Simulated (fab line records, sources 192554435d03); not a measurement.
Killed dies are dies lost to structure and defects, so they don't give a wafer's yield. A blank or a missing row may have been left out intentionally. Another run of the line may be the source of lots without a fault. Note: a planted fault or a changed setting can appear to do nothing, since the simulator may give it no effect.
Matching of chambers	flow n5 finfet	N5_BEOL_M0_SAQP_SPACER1_ALD_98 on ald sin-04: 4 sister chambers
The step deposits SiO2, target thk 12.8 nm, pulse time 1 s, purge time 2 s. 8 wafers are shown with their chamber, then 8 later ones without.

WAFERS WITH THEIR CHAMBER
wafer	chamber	heater power w (W)	chamber pressure Torr (Torr)
L074.5	2	573	1.998
L077.6	0	436	2.003
L080.1	1	458	1.989
L080.4	2	576	1.998
L087.3	3	438	2.003
L087.4	0	447	2.002
L087.5	1	458	1.998
L088.1	3	442	2.009

WAFERS WITHOUT THEIR CHAMBER
wafer	heater power w (W)	chamber pressure Torr (Torr)
L088.3	430	1.996
L088.5	466	1.994
L095.2	434	2.001
L095.3	436	1.998
L095.5	472	2.001
L097.1	548	2.006
L097.3	447	1.999
L097.5	470	2.001

WHICH CHAMBER EACH WENT THROUGH
wafer	from the rows above	in truth
L088.3	can't be placed: 0 or 3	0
L088.5	1	1
L095.2	can't be placed: 0 or 3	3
L095.3	can't be placed: 0 or 3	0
L095.5	1	1
L097.1	2	2
L097.3	can't be placed: 0 or 3 or 1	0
L097.5	1	1
Correct placement for 4 of the 8. Can't be placed from these rows: 4 (the true chamber is among the candidates in 4). Placed wrongly: 0.
How it was worked out, from the rows above alone: a wafer's distance from a chamber is the root of the sum, over the readings, of the square of ((its reading less the chamber's mean) divided by the reading's scatter). The wafer belongs to the nearest chamber; if the next one is less than 2 further off, it can't be placed. The mean given for a chamber averages the wafers shown for that chamber. The scatter: the root of (the sum of the squares of (reading less its chamber's mean) over the shown wafers, divided by (wafers less chambers)).
